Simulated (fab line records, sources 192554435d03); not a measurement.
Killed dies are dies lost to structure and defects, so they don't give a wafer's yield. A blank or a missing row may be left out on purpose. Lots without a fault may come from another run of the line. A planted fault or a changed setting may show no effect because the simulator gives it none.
fab line records | flow n5_finfet
record lots=10 wafers=30 last_day=18
route steps=1938 shown BEOL_M12@1633 BEOL_M13@1662 PASSIVATION@1936
lots that met no fault: from a run of the same line without faults
start_h: hours from the record's first day to the start of the lot's first wafer shown | wait_h: hours since the lot's step before | " the same as in the row above | L1.1+2: a row that stands for several wafers | - no value, or no start given | * or withheld: withheld | < > ~ a bound
route shown NAME@n: a module of which the file shows steps, and the number in the route of the first | usual: mean/standard deviation of fault-free wafers | same: alike in all rows | chamber/n: place in a boat | sites: the reading at each site | _std_site: their standard deviation | _edge_site: outer sites' mean less inner sites' | radius_mm: how far each site lies from the wafer's centre | mask NAME#n: copy n | behind: the tool/chamber that last shaped the wafer | hold: why the lot was held/for how many hours/how that ended | device: the transistor (n, p or np) that didn't switch | end of line: the same wafers' tests at the end of the route | a step without rows: its recipe alone | killed: dies lost to structure and defects at the first sort, not the wafer's yield | map: a wafer's dies, x killed, . not, _ none there
set.NAME: the setting as run; set.NAME@STEP: as run at that earlier step | model.NAME: the simulator's own value behind a step, which no gauge read
steps of the route over a sample of lots; a table a step, a row a wafer
services: from which hour (start_h, from the record's first day; less than 0 if before it) a tool's chamber was out of use, for how many hours, and why
## steps
# step N5_BEOL_M12_OVL_MEAS_29
# recipe points_per_wafer=44
# usual M12_OVL=4/5.6
# columns lot.wafer tool chamber start_h wait_h M12_OVL[nm]
L169.1 overlay-02 0 240.81 0.0 -7
L169.2 " 0 " " 2
L169.3 " 0 " " 2
L168.1 overlay-02 0 243.37 0.0 1
L168.3 " 0 " " 6
L168.5 " 0 " " -2
L171.3 overlay-02 0 252.70 0.0 2
L171.5 " 0 " " 7
L171.6 " 0 " " 8
L173.3 overlay-02 0 267.13 0.0 3
L173.4 " 0 " " 5
L173.5 " 0 " " 14
L178.2 overlay-01 0 304.93 0.0 0
L178.4 " 0 " " 6
L178.5 " 0 " " 1
L182.2 overlay-01 0 333.81 0.0 -3
L182.4 " 0 " " 2
L182.5 " 0 " " -1
L183.2 overlay-02 0 336.02 0.0 -3
L183.5 " 0 " " 1
L183.6 " 0 " " -3
L186.1 overlay-01 0 352.04 0.0 -1
L186.4 " 0 " " 3
L186.5 " 0 " " 7
L188.3 overlay-01 0 364.48 0.0 5
L188.4 " 0 " " -7
L188.6 " 0 " " 4
L189.2 overlay-01 0 384.63 0.0 7
L189.3 " 0 " " -1
L189.5 " 0 " " 1
# step N5_BEOL_M12_ANNEAL_48
# recipe temp_c=225 time_s=90 ambient=N2
# usual wafer_temp_C_max=226.3/0.35
# columns lot.wafer tool chamber start_h wait_h wafer_temp_C_max
L169.1 rtp_anneal-02 0 243.17 0.1 226.3
L169.2 " 0 " " 226.2
L169.3 " 0 " " 226.1
L168.1 rtp_anneal-01 0 245.87 0.2 226.0
L168.3 " 0 " " 225.9
L168.5 " 0 " " 225.7
L171.3 rtp_anneal-02 0 256.69 0.3 226.6
L171.5 " 0 " " 227.0
L171.6 " 0 " " 227.4
L173.3 rtp_anneal-01 0 268.98 0.2 226.3
L173.4 " 0 " " 226.2
L173.5 " 0 " " 226.2
L178.2 rtp_anneal-02 0 309.58 1.0 226.8
L178.4 " 0 " " 226.2
L178.5 " 0 " " 226.4
L182.2 rtp_anneal-01 0 339.85 1.7 225.8
L182.4 " 0 " " 225.9
L182.5 " 0 " " 225.7
L183.2 rtp_anneal-02 0 339.93 1.7 226.4
L183.5 " 0 " " 226.2
L183.6 " 0 " " 226.3
L186.1 rtp_anneal-02 0 354.29 0.1 226.4
L186.4 " 0 " " 226.4
L186.5 " 0 " " 226.4
L188.3 rtp_anneal-02 0 373.29 0.2 226.3
L188.4 " 0 " " 226.4
L188.6 " 0 " " 226.3
L189.2 rtp_anneal-02 0 391.13 0.5 226.5
L189.3 " 0 " " 226.3
L189.5 " 0 " " 226.9
# step N5_BEOL_M13_COAT_04
# recipe spin_rpm=1625 resist_thk_nm=400
# usual chill_plate_temp_C=22.98/0.12 spin_speed_rpm=1625.2/1.3
# columns lot.wafer tool chamber start_h wait_h chill_plate_temp_C spin_speed_rpm
L169.1 litho_track-03 0 244.14 - 22.85 1624.5
L169.2 " 0 " " 22.84 1625.7
L169.3 " 0 " " 22.89 1627.3
L168.1 litho_track-03 0 246.84 - 23.12 1624.6
L168.3 " 0 " " 23.15 1626.0
L168.5 " 0 " " 23.21 1627.2
L171.3 litho_track-02 0 257.81 - 23.13 1623.4
L171.5 " 0 " " 23.21 1624.1
L171.6 " 0 " " 23.07 1626.2
L173.3 litho_track-03 0 269.86 - 22.96 1626.0
L173.4 " 0 " " 22.87 1626.1
L173.5 " 0 " " 22.93 1625.1
L178.2 litho_track-03 0 310.51 - 22.91 1338.4
L178.4 " 0 " " 23.17 1338.5
L178.5 " 0 " " 22.83 1337.5
L182.2 litho_track-02 0 341.32 - 22.91 1625.6
L182.4 " 0 " " 23.03 1625.8
L182.5 " 0 " " 22.81 1624.0
L183.2 litho_track-03 0 341.41 - 22.74 1336.6
L183.5 " 0 " " 22.96 1335.0
L183.6 " 0 " " 22.91 1339.9
L186.1 litho_track-02 0 355.34 - 22.95 1626.0
L186.4 " 0 " " 23.04 1623.5
L186.5 " 0 " " 23.08 1625.1
L188.3 litho_track-05 0 374.17 - 22.96 1625.1
L188.4 " 0 " " 23.02 1625.1
L188.6 " 0 " " 23.00 1622.2
L189.2 litho_track-02 0 392.19 - 22.92 1624.7
L189.3 " 0 " " 22.91 1626.6
L189.5 " 0 " " 22.97 1625.1
# step N5_BEOL_M13_ETCH_59
# recipe chemistry=N2/H2 target=BARC target_depth_a=890 overetch_a=267 time_s=67.9 ion_energy_ev=200 pressure_mtorr=30 source_w=840 bias_w=150 n2_flow_sccm=200 h2_flow_sccm=200
# usual bias_w=150.0/0.42 drypump_motor_current_A=5.6/0.43 oes_product_au=0.69/0.065 rf_vpp_V=522.8/2.4 showerhead_plenum_p_Torr=2.51/0.085 throttle_valve_pct=17.74/0.18
# columns lot.wafer tool chamber start_h wait_h bias_w drypump_motor_current_A oes_product_au rf_hours_counter_h rf_vpp_V showerhead_plenum_p_Torr throttle_valve_pct
L169.1 rie_diel-01 1 244.91 0.0 149.8 5.8 0.71 94 523.0 2.48 17.69
L169.2 " 0 " " 150.0 5.0 0.78 24 522.9 2.50 17.60
L169.3 " 3 " " 150.5 5.6 0.63 173 527.9 2.65 17.83
L168.1 rie_diel-03 2 247.23 0.0 150.4 5.0 0.76 28 525.2 2.60 17.55
L168.3 " 3 " " 149.9 5.7 0.57 261 522.5 2.51 18.18
L168.5 " 3 " " 149.9 5.7 0.57 - 523.6 2.51 18.18
L171.3 rie_diel-03 2 258.51 0.0 149.8 5.0 0.75 34 525.4 2.60 17.55
L171.5 " 2 " " 149.7 5.0 0.75 - 523.6 2.60 17.58
L171.6 " 3 " " 149.6 5.7 0.57 - 524.6 2.51 18.19
L173.3 rie_diel-04 2 270.25 0.0 149.9 6.2 0.72 77 524.2 2.57 17.44
L173.4 " 0 " " 149.8 5.8 0.81 3 521.9 2.50 17.85
L173.5 " 1 " " 150.2 5.7 0.63 - 517.4 2.32 17.63
L178.2 rie_diel-03 1 311.10 0.0 149.8 6.4 0.74 28 525.4 2.59 18.01
L178.4 " 0 " " 149.9 6.0 0.79 15 522.5 2.48 17.29
L178.5 " 1 " " 149.6 6.4 0.74 - 524.6 2.59 18.01
L182.2 rie_diel-01 3 341.71 0.0 149.6 5.6 0.62 204 527.1 2.64 17.88
L182.4 " 0 " " 149.8 5.0 0.74 51 521.1 2.49 17.64
L182.5 " 0 " " 150.2 5.0 0.74 - 521.8 2.49 17.66
L183.2 rie_diel-03 2 341.93 0.0 150.2 5.1 0.73 59 524.1 2.59 17.59
L183.5 " 3 " " 149.8 5.7 0.77 - 521.9 2.50 17.83
L183.6 " 2 " " 149.9 5.0 0.72 - 525.0 2.59 17.58
L186.1 rie_diel-01 0 355.82 0.0 150.2 5.0 0.73 56 521.6 2.49 17.65
L186.4 " 3 " " 149.8 5.6 0.61 208 525.0 2.63 17.90
L186.5 " 3 " " 150.6 5.6 0.62 - 524.8 2.63 17.90
L188.3 rie_diel-03 1 374.68 0.0 149.0 6.3 0.73 46 524.4 2.58 18.04
L188.4 " 0 " " 149.4 6.1 0.76 36 522.3 2.47 17.32
L188.6 " 0 " " 149.8 6.1 0.75 - 523.8 2.47 17.34
L189.2 rie_diel-01 1 392.71 0.0 151.2 5.8 0.68 138 521.0 2.46 17.75
L189.3 " 0 " " 150.0 5.0 0.71 67 521.8 2.49 17.68
L189.5 " 0 " " 150.1 5.0 0.73 - 523.4 2.49 17.69
# step N5_BEOL_M13_STRIP_63
# recipe chemistry=N2/H2 power_w=1000 temp_c=250 h2_frac=0.65 overash_fraction=0.3 pressure_mtorr=1000 n2_flow_sccm=1750 h2_flow_sccm=3250
# usual drypump_motor_current_A=5.37/0.22 heater_power_w=307/25 oes_product_au=0.674/0.0048 strip_time_to_endpoint_s=27.5/1.2
# columns lot.wafer tool chamber start_h wait_h drypump_motor_current_A heater_power_w oes_product_au rf_hours_counter_h strip_time_to_endpoint_s
L169.1 plasma_asher-01 0 245.19 - 5.63 280 0.671 77 26.4
L169.2 " 1 " " 5.32 336 0.679 77 28.2
L169.3 " 0 " " 5.62 272 0.670 - 26.7
L168.1 plasma_asher-01 1 247.52 - 5.34 340 0.677 77 28.7
L168.3 " 1 " " 5.31 340 0.678 - 29.2
L168.5 " 1 " " 5.35 346 0.672 - 28.6
L171.3 plasma_asher-01 1 258.82 - 5.34 335 0.673 - 26.9
L171.5 " 1 " " 5.36 339 0.676 - 26.1
L171.6 " 0 " " 5.65 282 0.663 - 25.6
L173.3 plasma_asher-02 0 270.55 - 5.00 328 0.673 - 27.2
L173.4 " 1 " " 5.35 292 0.669 - 25.6
L173.5 " 1 " " 5.36 292 0.678 - 27.4
L178.2 plasma_asher-01 1 311.38 - 5.34 347 0.697 90 39.0
L178.4 " 1 " " 5.34 334 0.692 - 37.5
L178.5 " 0 " " 5.65 286 0.679 - 37.6
L182.2 plasma_asher-01 1 342.00 - 5.34 345 0.675 99 29.6
L182.4 " 1 " " 5.35 336 0.670 - 26.9
L182.5 " 1 " " 5.36 331 0.668 - 28.5
L183.2 plasma_asher-02 0 342.22 - 5.00 317 0.695 131 40.0
L183.5 " 1 " " 5.35 299 0.684 - 38.4
L183.6 " 0 " " 5.01 313 0.684 - 38.0
L186.1 plasma_asher-02 0 356.11 - 5.00 306 0.677 134 30.2
L186.4 " 0 " " 4.99 315 0.672 - 28.6
L186.5 " 1 " " 5.37 299 0.671 - 28.9
L188.3 plasma_asher-01 1 374.99 - 5.37 337 0.674 - 29.8
L188.4 " 0 " " 5.65 283 0.674 - 28.3
L188.6 " 1 " " 5.38 329 0.676 - 27.1
L189.2 plasma_asher-01 0 393.00 - 5.62 289 0.676 110 28.4
L189.3 " 0 " " 5.66 278 0.674 - 28.3
L189.5 " 0 " " 5.64 279 0.679 - 27.0
# step N5_PASSIVATION_PROBE_49
# usual defect_limited_yield=91.2/1.6 killed_at_M0_to_M3=34/11 killed_at_M4_up=14/5.7 killed_at_contacts=14/6.6 killed_at_front_end=37/10 killed_at_other=4/3.2 killed_dies=104/19 killed_open=69/13 killed_short=33/8.7 sort_bin_5_function=5.1/1 sort_bin_6_memory=3.3/0.76 sort_n_pass=1076/19 sort_yield_pct=91.2/1.6
# same gross_dies=1180 killed_at_back_side=0 sort_bin_4_leakage[%]=0 sort_bin_8_speed[%]=0
# columns lot.wafer tool chamber start_h wait_h defect_limited_yield[%] killed_at_M0_to_M3 killed_at_M4_up killed_at_contacts killed_at_front_end killed_at_other killed_dies killed_open killed_short sort_bin_5_function[%] sort_bin_6_memory[%] sort_n_pass sort_yield_pct[%]
L178.5 prober-02 - 344.02 0.2 91.4 23 11 16 48 3 101 65 24 4.7 2.7 1079 91.4
# killed by level:class
L178.5 MOL_CONTACT_COAG:geometric_particle:open=13 DUMMY_GATE:geometric_particle:open=12 HKMG_FIN:area_etch=11 STI_FIN_REVEAL:geometric_particle:open=8 BEOL_M2:geometric_particle:open=8 BEOL_M1:geometric_particle:open=6 BEOL_M0_SAQP:geometric_particle:short=5 ILD0:geometric_particle:open=4
## services
# columns tool chamber start_h hours kind
rie_diel-03 0 234.11 - clean
rie_diel-03 0 234.11 - consumable_replace:focus_ring
rie_diel-03 0 234.11 26.9 scheduled_down
rie_diel-03 0 234.11 26.9 vent_cycle
rie_diel-04 0 235.68 - clean
rie_diel-04 0 235.68 - consumable_replace:focus_ring
rie_diel-04 0 235.68 26.3 scheduled_down
rie_diel-04 0 235.68 26.3 vent_cycle
rie_diel-04 - 237.68 2.8 pm
rtp_anneal-02 - 238.50 0.8 pm
rie_diel-01 0 254.85 1.3 repair
rie_diel-03 3 261.00 - clean
rie_diel-03 3 261.00 - consumable_replace:focus_ring
rie_diel-03 3 261.00 17.3 scheduled_down
rie_diel-03 3 261.00 17.3 vent_cycle
rie_diel-01 0 269.55 3.6 repair
rie_diel-04 - 288.48 2.1 repair
rie_diel-01 1 305.80 8.6 repair
plasma_asher-02 - 312.37 4.3 pm
litho_track-02 - 322.01 - consumable_replace:filter
plasma_asher-02 - 323.41 2.8 repair
rtp_anneal-01 - 336.27 2.5 pm
rie_diel-03 1 336.61 1.6 repair
rie_diel-03 2 383.66 6.4 repair
## key
first_sign step=N5_BEOL_M13_COAT_04 reading=spin_speed_rpm direction=down sigmas=99+ usual=* struck=*
effect step=N5_BEOL_M13_STRIP_63 reading=strip_time_to_endpoint_s direction=up sigmas=9.4 usual=* struck=*
met_at N5_BEOL_M13_COAT_04
struck_lots L178,L183
baseline_loss step=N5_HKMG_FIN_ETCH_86 wafers=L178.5
not_acting_at N5_BEOL_M12_OVL_MEAS_29,N5_BEOL_M12_ANNEAL_48,N5_BEOL_M13_ETCH_59
onset_between 269.86 310.51
fault kind=process_parameter_drift tool=litho_track-03 chamber=- onset_h=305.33 steps=N5_BEOL_M13_COAT_04 channel=spin_rpm offset=* shape=step end_h=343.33 acts_in=* stated=*
# baseline_loss: these wafers lose ten dies or more at that step, a loss of the line's own and not of a fault; the sort's usual values leave them out
